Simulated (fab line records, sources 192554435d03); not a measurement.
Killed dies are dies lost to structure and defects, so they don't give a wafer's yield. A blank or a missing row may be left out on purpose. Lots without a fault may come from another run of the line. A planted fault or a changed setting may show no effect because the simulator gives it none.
Which tool did it? | flow n5_finfet | 9 lots, 27 wafers sampled, at 5 steps of a route of 1938

WHAT THE GAUGES READ, wafer by wafer
N5_BEOL_M1_CD_MEAS_18: pitch 36 nm, target cd 18 nm. Usual: cd_nm 18.1 nm, standard deviation 0.32.
lot  | measured     | on        | cd_nm (nm)     | flag
L813 | day 6 21:51  | cd_sem-02 | 18.4 17.6 18.1 |
L812 | day 6 21:51  | cd_sem-03 | 17.9 17.8 17.4 |
L818 | day 8 03:30  | cd_sem-01 | 18.2 17.9 17.8 |
L819 | day 8 08:53  | cd_sem-03 | 17.7 17.7 18.1 |
L824 | day 9 20:56  | cd_sem-02 | 17.9 18.4 17.6 |
L826 | day 10 04:05 | cd_sem-03 | 18.3 18.7 18.0 |
L831 | day 11 07:28 | cd_sem-03 | 18.0 18.8 18.0 |
L833 | day 11 16:17 | cd_sem-01 | 17.9 18.1 18.4 |
L834 | day 12 06:20 | cd_sem-02 | 18.8 18.2 18.3 |

N5_BEOL_M4_RC_MEAS_101. Usual: DIBL_N 36.5 mV/V, standard deviation 2; DIBL_P 36.5 mV/V, standard deviation 2.3; IOFF_N 0.16 nA/um, standard deviation 0.036; IOFF_P 0.21 nA/um, standard deviation 0.037; ION_N 672 uA/um, standard deviation 12; ION_P 459 uA/um, standard deviation 7.1; SS_N 71.6 mV/dec, standard deviation 0.73; SS_P 73.4 mV/dec, standard deviation 0.76; VT_N 250 mV, standard deviation 3.3; VT_P -250.5 mV, standard deviation 2.9.
lot  | measured     | on        | DIBL_N (mV/V)  | DIBL_P (mV/V)  | IOFF_N (nA/um) | IOFF_P (nA/um) | ION_N (uA/um) | ION_P (uA/um) | SS_N (mV/dec)  | SS_P (mV/dec)  | VT_N (mV)   | VT_P (mV)            | flag
L813 | day 8 18:32  | prober-01 | 36.6 36.1 38.4 | 33.7 33.6 36.9 | 0.13 0.13 0.17 | 0.17 0.18 0.22 | 661 668 687   | 458 455 471   | 71.9 70.7 72.0 | 72.1 72.0 73.1 | 251 251 245 | -253.6 -250.0 -247.1 |
L812 | day 8 23:19  | prober-02 | 37.5 39.7 38.2 | 37.7 40.1 38.4 | 0.16 0.20 0.17 | 0.22 0.25 0.23 | 672 676 673   | 459 464 461   | 71.8 72.6 72.1 | 74.5 74.9 74.8 | 248 248 250 | -247.8 -246.5 -249.2 |
L818 | day 10 07:19 | prober-01 | 36.5 38.1 37.2 | 35.9 39.1 37.3 | 0.14 0.18 0.16 | 0.19 0.24 0.21 | 661 683 671   | 453 469 459   | 72.5 72.6 72.4 | 72.6 73.7 73.2 | 251 249 249 | -252.4 -247.1 -249.2 |
L819 | day 10 11:02 | prober-01 | 36.7 34.2 36.2 | 35.7 33.3 34.4 | 0.15 0.12 0.14 | 0.18 0.16 0.17 | 670 660 665   | 459 451 450   | 70.9 70.6 70.7 | 73.6 72.8 73.2 | 249 252 250 | -253.0 -255.4 -252.7 |
L824 | day 11 19:24 | prober-01 | 36.3 37.4 37.3 | 36.2 36.3 38.8 | 0.16 0.19 0.20 | 0.20 0.21 0.25 | 663 652 669   | 448 446 463   | 71.8 73.3 72.6 | 73.1 73.4 73.4 | 250 250 247 | -252.3 -249.7 -246.2 |
L826 | day 11 23:17 | prober-01 | 35.6 36.9 33.8 | 38.7 39.1 34.8 | 0.16 0.17 0.12 | 0.20 0.21 0.15 | 675 672 659   | 459 456 451   | 71.5 71.8 71.3 | 74.3 74.2 72.7 | 250 250 255 | -251.6 -252.3 -258.8 |
L831 | day 13 10:04 | prober-02 | 36.7 38.1 38.2 | 36.8 38.8 38.9 | 0.15 0.17 0.17 | 0.20 0.22 0.23 | 670 671 678   | 454 458 458   | 71.4 71.5 72.2 | 73.5 73.9 73.0 | 253 248 249 | -255.1 -251.8 -251.8 |
L833 | day 13 21:25 | prober-01 | 38.1 37.5 37.7 | 41.2 39.5 39.4 | 0.24 0.21 0.21 | 0.30 0.26 0.26 | 691 684 661   | 474 467 449   | 72.1 71.8 72.3 | 73.9 74.3 74.0 | 243 248 247 | -243.0 -246.6 -245.4 |
L834 | day 14 20:04 | prober-01 | 38.1 39.1 38.8 | 40.2 40.6 41.3 | 0.19 0.22 0.21 | 0.21 0.23 0.23 | 671 682 675   | 457 457 456   | 71.6 72.8 72.4 | 75.2 74.2 74.7 | 249 246 248 | -250.8 -251.5 -248.9 |

WHICH TOOL RAN EACH LOT (tool, then ch and the chambers of the sampled wafers, then the start)
lot  | N5_BEOL_M0_DEP_125              | N5_BEOL_M1_ETCH_64                 | N5_BEOL_M1_HM_OPEN_17
L813 | pecvd-02 ch 0,2, day 6 20:07    | rie_diel-02 ch 0,1,3, day 6 21:26  | rie_metal-03 ch 0,1, day 6 21:42
L812 | pecvd-03 ch 1,2, day 6 20:13    | rie_diel-03 ch 1,2, day 6 21:29    | rie_metal-01 ch 0,1, day 6 21:40
L818 | pecvd-03 ch 1,2, day 7 23:40    | rie_diel-03 ch 0,1,3, day 8 03:10  | rie_metal-03 ch 0,1, day 8 03:19
L819 | pecvd-03 ch 0,2, day 8 05:40    | rie_diel-03 ch 1,2, day 8 08:28    | rie_metal-01 ch 0,1, day 8 08:38
L824 | pecvd-02 ch 0,1, day 9 15:46    | rie_diel-03 ch 0,1,3, day 9 20:35  | rie_metal-02 ch 0,1, day 9 20:44
L826 | pecvd-01 ch 1,2, day 10 01:24   | rie_diel-03 ch 1,2,3, day 10 03:44 | rie_metal-01 ch 0,1, day 10 03:54
L831 | pecvd-03 ch 0,1, day 11 04:01   | rie_diel-04 ch 2,3, day 11 07:02   | rie_metal-02 ch 1, day 11 07:16
L833 | pecvd-02 ch 0,2, day 11 13:41   | rie_diel-04 ch 0,1,2, day 11 15:56 | rie_metal-01 ch 1, day 11 16:07
L834 | pecvd-02 ch 0,1,2, day 12 01:52 | rie_diel-02 ch 0,1,2, day 12 05:58 | rie_metal-01 ch 0, day 12 06:08
- N5_BEOL_M0_DEP_125: deposits SiCN from 3MS/NH3, target thk 8 nm, time 14 s.
- N5_BEOL_M1_ETCH_64: etches SOC in N2/H2, target depth 75 nm, overetch 15 nm, time 112.5 s.
- N5_BEOL_M1_HM_OPEN_17: chemistry Cl2/BCl3, target TiN, target depth 20 nm, overetch 6 nm.

WHAT THE TOOLS THEMSELVES READ (means of the sampled wafers that have a number; where no wafer has one, the mark that the record gives instead)
N5_BEOL_M0_DEP_125. Usual: rf_fwd_power_W 199.5 W, standard deviation 0.87; showerhead_plenum_p_Torr 3.663 Torr, standard deviation 0.0097; showerhead_vpp_V 912 V, standard deviation 54; throttle_valve_pct 9.3 %, standard deviation 0.47.
lot  | tool     | rf_fwd_power_W (W) | showerhead_plenum_p_Torr (Torr) | showerhead_vpp_V (V) | throttle_valve_pct (%) | flag
L813 | pecvd-02 | 200.1              | 3.661                           | 921                  | 9.3                    |
L812 | pecvd-03 | 199.5              | 3.673                           | 903                  | 9.4                    |
L818 | pecvd-03 | 198.2              | 3.669                           | 955                  | 9.4                    |
L819 | pecvd-03 | 198.9              | 3.673                           | 964                  | 8.9                    |
L824 | pecvd-02 | 199.3              | 3.659                           | 942                  | 9.4                    |
L826 | pecvd-01 | 198.5              | 3.650                           | 863                  | 9.2                    |
L831 | pecvd-03 | 199.2              | 3.676                           | 893                  | 9.4                    |
L833 | pecvd-02 | 198.8              | 3.673                           | 902                  | 9.6                    |
L834 | pecvd-02 | 199.6              | 3.665                           | 931                  | 9.4                    |

N5_BEOL_M1_ETCH_64. Usual: bias_w 150.0 W, standard deviation 0.44; chamber_pressure_mTorr 29.998 mTorr, standard deviation 0.027; drypump_motor_current_A 5.8 A, standard deviation 0.58; n2_flow_sccm 199.9 sccm, standard deviation 0.62; oes_product_au 0.60 a.u., standard deviation 0.053; rf_fwd_power_W 836.7 W, standard deviation 2.6; rf_vpp_V 523.8 V, standard deviation 2.3; showerhead_plenum_p_Torr 2.54 Torr, standard deviation 0.078; temp_c 40.01 C, standard deviation 0.11; throttle_valve_pct 17.8 %, standard deviation 0.32.
lot  | tool        | bias_w (W) | chamber_pressure_mTorr (mTorr) | drypump_motor_current_A (A) | n2_flow_sccm (sccm) | oes_product_au (a.u.) | rf_fwd_power_W (W) | rf_vpp_V (V) | showerhead_plenum_p_Torr (Torr) | temp_c (C) | throttle_valve_pct (%) | flag
L813 | rie_diel-02 | 150.0      | 29.987                         | 6.3                         | 199.9               | 0.61                  | 838.8              | 525.1        | 2.59                            | 39.96      | 17.9                   |
L812 | rie_diel-03 | 149.7      | 29.999                         | 6.1                         | 200.2               | 0.57                  | 837.3              | 525.4        | 2.58                            | 39.97      | 17.7                   |
L818 | rie_diel-03 | 149.7      | 30.009                         | 5.7                         | 198.8               | 0.58                  | 837.2              | 524.6        | 2.57                            | 40.07      | 17.8                   |
L819 | rie_diel-03 | 150.2      | 30.007                         | 6.1                         | 200.3               | 0.56                  | 836.0              | 524.9        | 2.58                            | 40.04      | 17.7                   |
L824 | rie_diel-03 | 156.2      | 30.002                         | 5.7                         | 200.2               | 0.57                  | 835.0              | 537.2        | 2.56                            | 40.09      | 17.8                   | OFF
L826 | rie_diel-03 | 156.0      | 29.975                         | 5.9                         | 199.8               | 0.58                  | 836.0              | 537.4        | 2.56                            | 40.06      | 17.8                   | OFF
L831 | rie_diel-04 | 149.4      | 29.995                         | 5.9                         | 199.6               | 0.57                  | 837.7              | 523.6        | 2.51                            | 40.03      | 17.7                   |
L833 | rie_diel-04 | 150.4      | 29.995                         | 5.5                         | 200.1               | 0.60                  | 835.2              | 520.5        | 2.45                            | 39.89      | 17.7                   |
L834 | rie_diel-02 | 150.1      | 30.003                         | 5.7                         | 200.0               | 0.60                  | 835.5              | 525.4        | 2.61                            | 39.91      | 18.1                   |

N5_BEOL_M1_HM_OPEN_17. Usual: chamber_pressure_mTorr 10.000 mTorr, standard deviation 0.0083; drypump_motor_current_A 6.1 A, standard deviation 0.38; oes_product_au 0.62 a.u., standard deviation 0.073; rf_fwd_power_W 993 W, standard deviation 3.5; throttle_valve_pct 22.12 %, standard deviation 0.26.
lot  | tool         | chamber_pressure_mTorr (mTorr) | drypump_motor_current_A (A) | oes_product_au (a.u.) | rf_fwd_power_W (W) | throttle_valve_pct (%) | flag
L813 | rie_metal-03 | 9.999                          | 6.0                         | 0.61                  | 996                | 22.24                  |
L812 | rie_metal-01 | 10.005                         | 6.3                         | 0.68                  | 993                | 21.88                  |
L818 | rie_metal-03 | 9.989                          | 6.0                         | 0.60                  | 996                | 22.24                  |
L819 | rie_metal-01 | 9.999                          | 6.3                         | 0.67                  | 994                | 21.90                  |
L824 | rie_metal-02 | 10.000                         | 5.9                         | 0.66                  | 990                | 22.27                  |
L826 | rie_metal-01 | 10.005                         | 6.3                         | 0.66                  | 990                | 21.90                  |
L831 | rie_metal-02 | 9.992                          | 5.9                         | 0.71                  | 992                | 22.16                  |
L833 | rie_metal-01 | 10.002                         | 6.3                         | 0.69                  | 990                | 21.74                  |
L834 | rie_metal-01 | 9.995                          | 6.2                         | 0.57                  | 991                | 22.26                  |

THE ANSWER, worked out from the rows above alone
Rule: a lot is off if the mean of its wafers that have a number lies more than 3 standard deviations from the usual mean. A lot without any number at a reading at which 4 lots or more have one is off too. The other lots that the step has rows for count as sound. The gauges are gone through in route order, then the tools' own readings, and for those a lot's mean is taken as printed above. The first step at which some lot is off is used, and at that step the reading that is off furthest; a lot without a number counts as furthest.
Off: L824, L826, at N5_BEOL_M1_ETCH_64 (bias_w).
A tool fits if, at that step or a process step before it, it ran every lot that is off, and no sound lot after the first of them. One fits: rie_diel-03 at N5_BEOL_M1_ETCH_64. Its last sound lot is L819 (day 8 08:28), its first lot that is off L824 (day 9 20:35): a fault that began between those two fits.
The tool's own readings at N5_BEOL_M1_ETCH_64 bear it out: on the lots that are off they differ by more than 5 times the standard deviation of the sound lots' means. bias_w reads 156.1 W there against 149.9 W on the sound lots; rf_vpp_V reads 537.3 V there against 524.2 V on the sound lots.

WHAT THE SIMULATOR HAD PUT IN
Process parameter drift: rie_diel-03, from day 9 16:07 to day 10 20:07, at N5_BEOL_M1_ETCH_64. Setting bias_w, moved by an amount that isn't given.
Lots struck among those shown: L824, L826. The rule above found the same.
